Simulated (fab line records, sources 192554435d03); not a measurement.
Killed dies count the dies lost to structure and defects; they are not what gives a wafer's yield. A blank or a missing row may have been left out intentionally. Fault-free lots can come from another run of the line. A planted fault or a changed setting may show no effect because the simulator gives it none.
Matching of chambers | flow n5Finfet | N5_HKMG_FIN_ALD_91 on aldMetal-01: 4 sister chambers
The step deposits TiN, target thk 1 nm, pulse time 1 s, purge time 3 s. 18 wafers are shown with their chamber, then 9 later ones without.

## WAFERS PAIRED WITH THEIR CHAMBERS
wafer  | chamber | heaterPowerW (W) | precursorPulseHeightRel
L076.1 | 1       | 773              | 0.999
L076.4 | 1       | 782              | 1.044
L076.5 | 2       | 952              | 1.029
L078.1 | 3       | 991              | 0.991
L078.5 | 0       | 1056             | 1.041
L078.6 | 3       | 1012             | 0.981
L079.1 | 2       | 951              | 1.022
L079.3 | 3       | 991              | 0.980
L079.5 | 2       | 950              | 0.980
L082.2 | 3       | 1025             | 0.973
L082.3 | 0       | 1036             | 0.991
L082.5 | 2       | 944              | 0.992
L085.2 | 2       | 951              | 0.965
L085.3 | 3       | 1006             | 0.985
L085.4 | 0       | 1069             | 1.009
L089.1 | 3       | 1013             | 0.984
L089.2 | 0       | 1028             | 0.964
L089.3 | 2       | 944              | 1.047

SIGNATURES (averages over the wafers above)
reading                 | chamber 0 | chamber 1 | chamber 2 | chamber 3 | scatter within a chamber
heaterPowerW            | 1047.25   | 777.50    | 948.67    | 1006.33   | 12.1
precursorPulseHeightRel | 1.00125   | 1.02150   | 1.00583   | 0.98233   | 0.0258
Rule: for each reading, subtract the chamber's mean from the wafer's reading, divide by that reading's scatter and square the result; add these up over the readings and take the root, which gives the wafer's distance from the chamber. If the next closest chamber is less than 2 further off than the closest, the wafer can't be placed; otherwise it belongs to the closest. The scatter is the square root of a quotient: the sum, over the shown wafers, of each reading's squared deviation from its chamber's mean, divided by wafers minus chambers.

## WAFERS WHOSE CHAMBER IS MISSING
wafer  | heaterPowerW (W) | precursorPulseHeightRel
L092.1 | 978              | 1.019
L092.2 | 1030             | 1.000
L092.3 | 1025             | 1.010
L092.4 | 793              | 1.043
L092.5 | 966              | 1.000
L092.6 | 781              | 0.999
L097.1 | 1047             | 1.010
L097.2 | 759              | 1.027
L097.6 | 1026             | 1.004

## WHICH CHAMBER EACH WENT THROUGH
wafer  | from the rows above     | in truth
L092.1 | can't be placed: 2 or 3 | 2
L092.2 | can't be placed: 0 or 3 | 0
L092.3 | can't be placed: 0 or 3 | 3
L092.4 | 1                       | 1
L092.5 | can't be placed: 2 or 3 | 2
L092.6 | 1                       | 1
L097.1 | 0                       | 0
L097.2 | 1                       | 1
L097.6 | can't be placed: 0 or 3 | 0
Placed correctly: 4 of 9. These rows do not allow placing 5 (true chamber among the candidates in 5). Placed wrongly: 0.
